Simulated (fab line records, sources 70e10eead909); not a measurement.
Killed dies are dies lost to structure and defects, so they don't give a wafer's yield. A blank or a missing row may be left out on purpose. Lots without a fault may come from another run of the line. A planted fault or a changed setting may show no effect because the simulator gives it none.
Chamber matching | flow nand_harc | NHARC_A_CHANNEL_HOLE_D1_ETCH_38 on rie_diel-04: 4 sister chambers
The step etches the open film in CF4, target depth 39 nm, time 65 s. 4 wafers are shown with their chamber, then 12 later ones without.

WAFERS WITH THEIR CHAMBER
wafer  | chamber | showerhead_plenum_p_Torr (Torr)
L090.3 | 3       | 1.69
L091.2 | 0       | 1.77
L091.5 | 1       | 1.81
L091.6 | 2       | 1.80

WAFERS WITHOUT THEIR CHAMBER
wafer  | showerhead_plenum_p_Torr (Torr)
L093.2 | 1.81
L093.4 | 1.68
L093.5 | 1.77
L094.3 | 1.81
L094.4 | 1.80
L094.6 | 1.81
L095.3 | 1.81
L095.5 | 1.77
L095.6 | 1.81
L097.3 | 1.80
L097.4 | 1.68
L097.5 | 1.80

WHICH CHAMBER EACH WENT THROUGH
wafer  | from the rows above | in truth
L093.2 | 1                   | 1
L093.4 | 3                   | 3
L093.5 | 0                   | 0
L094.3 | 1                   | 1
L094.4 | 2                   | 2
L094.6 | 1                   | 1
L095.3 | 1                   | 1
L095.5 | 0                   | 0
L095.6 | 1                   | 1
L097.3 | 2                   | 2
L097.4 | 3                   | 3
L097.5 | 2                   | 2
Placed correctly: 12 of 12. Can't be placed from these rows: 0. Placed wrongly: 0.
How it was worked out, from the rows above alone: a wafer's distance from a chamber is the root of the sum, over the readings, of the square of ((its reading less the chamber's mean) divided by the reading's scatter). The wafer belongs to the nearest chamber; if the next one is less than 2 further off, it can't be placed. A chamber's mean is the mean of its shown wafers. The scatter: with one shown wafer a chamber, the root of the mean of the squares of how far each hidden wafer lies from its nearest shown one.
